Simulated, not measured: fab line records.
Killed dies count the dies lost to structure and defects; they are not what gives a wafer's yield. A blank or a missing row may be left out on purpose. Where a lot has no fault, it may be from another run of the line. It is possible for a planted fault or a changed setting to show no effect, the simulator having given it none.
Chamber matching ; flow nandHarc ; NHARC_A_STAIRCASE_ETCH_169 on rieDiel-10: 4 sister chambers
The step etches the open film in CH3F/O2, target depth 50 nm, time 107.1 s. 16 wafers are shown with their chamber, then 8 later ones without.

## EACH WAFER AND ITS CHAMBER
wafer;chamber;drypumpMotorCurrentA (A);showerheadPlenumPTorr (Torr);rfVppV (V)
L075.1;0;5.0;2.49;246.1
L075.3;2;5.8;2.60;245.5
L075.6;0;5.0;2.49;245.0
L079.2;1;6.4;2.52;246.6
L079.5;2;5.8;2.60;245.8
L079.6;3;5.8;2.38;244.9
L080.1;1;6.4;2.52;245.4
L080.4;2;5.8;2.59;246.9
L080.6;3;5.9;2.38;242.1
L082.1;1;6.4;2.51;245.8
L082.2;3;5.9;2.38;244.6
L082.4;0;5.0;2.48;244.9
L083.1;3;5.9;2.38;242.4
L083.5;1;6.4;2.51;245.7
L083.6;2;5.8;2.59;245.5
L093.1;0;5.0;2.47;244.5

SIGNATURES, as means of the wafers listed above
reading;chamber 0;chamber 1;chamber 2;chamber 3;scatter within a chamber
drypumpMotorCurrentA;5.000;6.400;5.800;5.875;0.025
showerheadPlenumPTorr;2.4825;2.5150;2.5950;2.3800;0.00629
rfVppV;245.125;245.875;245.925;243.500;0.907
Rule: a wafer's distance from a chamber is the root of the sum, over the readings, of the square of ((its reading less the chamber's mean) divided by the reading's scatter). The wafer belongs to the nearest chamber; if the next one is less than 2 further off, it can't be placed. The scatter is the square root of a quotient: the sum, over the shown wafers, of each reading's squared deviation from its chamber's mean, divided by wafers minus chambers.

## WAFERS WITH NO CHAMBER GIVEN
wafer;drypumpMotorCurrentA (A);showerheadPlenumPTorr (Torr);rfVppV (V)
L093.5;5.0;2.47;243.8
L093.6;6.4;2.50;245.1
L096.1;5.8;2.57;245.9
L096.3;5.0;2.47;244.6
L096.6;5.8;2.57;247.3
L097.1;6.4;2.49;246.9
L097.2;5.8;2.57;245.3
L097.4;5.9;2.35;242.9

## WHICH CHAMBER EACH WENT THROUGH
wafer;from the rows above;in truth
L093.5;0;0
L093.6;1;1
L096.1;2;2
L096.3;0;0
L096.6;2;2
L097.1;1;1
L097.2;2;2
L097.4;3;3
Correctly placed: 8 of 8. From these rows, 0 cannot be placed. Placed wrongly: 0.
